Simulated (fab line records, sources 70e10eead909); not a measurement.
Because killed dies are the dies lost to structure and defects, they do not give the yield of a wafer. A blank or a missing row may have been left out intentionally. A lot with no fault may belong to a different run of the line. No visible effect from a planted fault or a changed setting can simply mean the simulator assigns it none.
Chamber matching + flow nand-harc + pecvd-04 running NHARC_A_STAIRCASE_DEP_322: 3 sister chambers
The step deposits SiO2, target thk 7200 nm. 16 wafers are shown with their chamber, then 8 later ones without.

## WAFERS PAIRED WITH THEIR CHAMBERS
| wafer  | chamber | heater-power-w (W) |
|--------|---------|--------------------|
| L079.1 | 0       | 656                |
| L079.2 | 1       | 677                |
| L079.6 | 0       | 600                |
| L080.1 | 0       | 622                |
| L080.4 | 1       | 597                |
| L080.5 | 0       | 605                |
| L082.2 | 1       | 732                |
| L082.5 | 1       | 602                |
| L082.6 | 0       | 592                |
| L084.3 | 1       | 757                |
| L084.4 | 0       | 604                |
| L084.5 | 2       | 676                |
| L083.2 | 1       | 690                |
| L083.4 | 0       | 607                |
| L083.6 | 2       | 657                |
| L093.1 | 1       | 650                |

SIGNATURES (averages over the wafers above)
| reading        | chamber 0 | chamber 1 | chamber 2 | scatter within a chamber |
|----------------|-----------|-----------|-----------|--------------------------|
| heater-power-w | 612.29    | 672.14    | 666.50    | 43.9                     |
Rule: distance of a wafer from a chamber = root of the sum over the readings of ((wafer's reading minus chamber's mean) / reading's scatter) squared. If the next closest chamber is less than 2 further off than the closest, the wafer can't be placed; otherwise it belongs to the closest. The scatter: take each reading less its chamber's mean, square it, sum over the shown wafers, divide by the number of wafers less the number of chambers, and take the root.

## WAFERS WITH NO CHAMBER GIVEN
| wafer  | heater-power-w (W) |
|--------|--------------------|
| L093.2 | 696                |
| L093.3 | 649                |
| L095.3 | 749                |
| L095.5 | 600                |
| L095.6 | 703                |
| L096.2 | 800                |
| L096.3 | 636                |
| L096.6 | 682                |

## CHAMBER TAKEN BY EACH
| wafer  | from the rows above          | in truth |
|--------|------------------------------|----------|
| L093.2 | can't be placed: 1 or 2 or 0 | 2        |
| L093.3 | can't be placed: 2 or 1 or 0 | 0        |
| L095.3 | can't be placed: 1 or 2 or 0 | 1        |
| L095.5 | can't be placed: 0 or 2 or 1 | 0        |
| L095.6 | can't be placed: 1 or 2 or 0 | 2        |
| L096.2 | can't be placed: 1 or 2 or 0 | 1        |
| L096.3 | can't be placed: 0 or 2 or 1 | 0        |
| L096.6 | can't be placed: 1 or 2 or 0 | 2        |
Correctly placed: 0 of 8. These rows do not allow placing 8 (true chamber among the candidates in 8). 0 placed wrongly.
